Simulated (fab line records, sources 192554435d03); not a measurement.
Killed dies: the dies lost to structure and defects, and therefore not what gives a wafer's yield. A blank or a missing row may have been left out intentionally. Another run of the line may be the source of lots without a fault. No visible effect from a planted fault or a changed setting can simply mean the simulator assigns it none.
Split-lot experiment ; flow n5Finfet ; 21 wafers read across 7 lots, on a route 1938 steps long

## ON THE SPLIT
At N5_BEOL_M1_ILD_DEP_00 (deposits SiOC from DEMS/O2, target thk 79 nm, time 15.3 s), the setting timeS was moved away from the recipe's 15.3 s on 7 of the 21 wafers read, by -10.5% to +14.8%. For the rest of the wafers, this setting stayed at what the recipe calls for.

No step appears in the file between the split and the reading.

## THE READING
M1_ILD_THK at N5_BEOL_M1_THK_MEAS_01, in nm. Fault-free wafers of this fab line usually give 78.8 nm, standard deviation 0.96 nm.

wafer;tool, chamber at the split;timeS as run, s;against the recipe;M1_ILD_THK, nm;against lot-mates on the recipe
L075.1;pecvd-01, 1;13.69;-10.5%;71.4;-7.1
L075.3;pecvd-01, 2;15.3;recipe;78.5;-
L075.6;pecvd-01, 1;13.69;-10.5%;71.4;-7.1
L077.1;pecvd-04, 1;15.3;recipe;77.5;-
L077.2;pecvd-04, 0;15.3;recipe;78.7;-
L077.5;pecvd-04, 1;15.3;recipe;79.3;-
L080.4;pecvd-01, 1,0;15.3;recipe;79.3;-
L080.5;pecvd-01, 2;15.3;recipe;80.0;-
L080.6;pecvd-01, 1,0;15.3;recipe;79.3;-
L082.1;pecvd-03, 1;15.3;recipe;77.8;-
L082.2;pecvd-03, 2;15.3;recipe;78.6;-
L082.4;pecvd-03, 1;15.3;recipe;79.0;-
L083.1;pecvd-03, 0;15.3;recipe;77.8;-
L083.4;pecvd-03, 0;15.3;recipe;78.9;-
L083.6;pecvd-03, 2;17.57;+14.8%;90.3;+12.0
L093.1;pecvd-04, 1;14.48;-5.4%;74.2;-2.9
L093.3;pecvd-04, 2;15.3;recipe;77.1;-
L093.6;pecvd-04, 0;14.48;-5.4%;74.9;-2.2
L097.2;pecvd-04, 2;15.3;recipe;77.9;-
L097.3;pecvd-04, 1;13.76;-10.1%;70.8;-7.1
L097.4;pecvd-04, 0;13.76;-10.1%;72.3;-5.6
Rows listing several chambers each stand for several wafers; the file does not say which wafer went through which chamber.

THE FIT
A straight line over all 21 wafers: M1_ILD_THK changes by +0.731 nm for each +1% of timeS; r = +0.98; the points scatter about the line by 0.78 nm.
The same after taking each lot's own level away (the mean of its wafers on the recipe; 21 wafers): +0.702 nm for each +1%; r = +0.99; scatter 0.71 nm.
The reading moves by 10 nm for the largest change in timeS, on that fit.
The span of the lots' own levels, 77.10 to 79.53 nm, comes to 2.5 times the standard deviation stated above.
So the lot-to-lot level changes the slope little: the two slopes agree.
Check: +9.53 nm against its lot-mates is what the line predicts for one of the wafers moved furthest among these (+14.8%) when that wafer is left out of the fit. Against them it came out at +12 nm.

## ADDITIONAL SPLITS CARRIED BY THESE WAFERS
Other splits were also applied to these wafers ahead of the reading. Each is held against what the fit with the lots' levels taken away leaves over:
other split on the same wafers;wafers away from the commonest value;r with M1_ILD_THK (lot level and that fit taken away)
N5_BEOL_M0_CUTY_ETCH_63 timeS;5;+0.01

## THE WHOLE CHAIN: every reading that the file lists as answering this split, in the file's order
step;what it does;reading;change (the file's fit);r (the file's)
N5_BEOL_M1_ILD_DEP_00;deposits SiOC from DEMS/O2, target thk 79 nm, time 15.3 s;SiOC_of_BEOL_M1_ILD_DEP_00.thkNm (the simulator's own value, which no gauge read);+0.715 nm for each +1% of the setting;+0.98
N5_BEOL_M1_THK_MEAS_01;;M1_ILD_THK;+0.714 for each +1% of the setting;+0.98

## THE FILE'S OWN FIT
M1_ILD_THK changes by +0.714 nm for each +1% of timeS, r = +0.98.
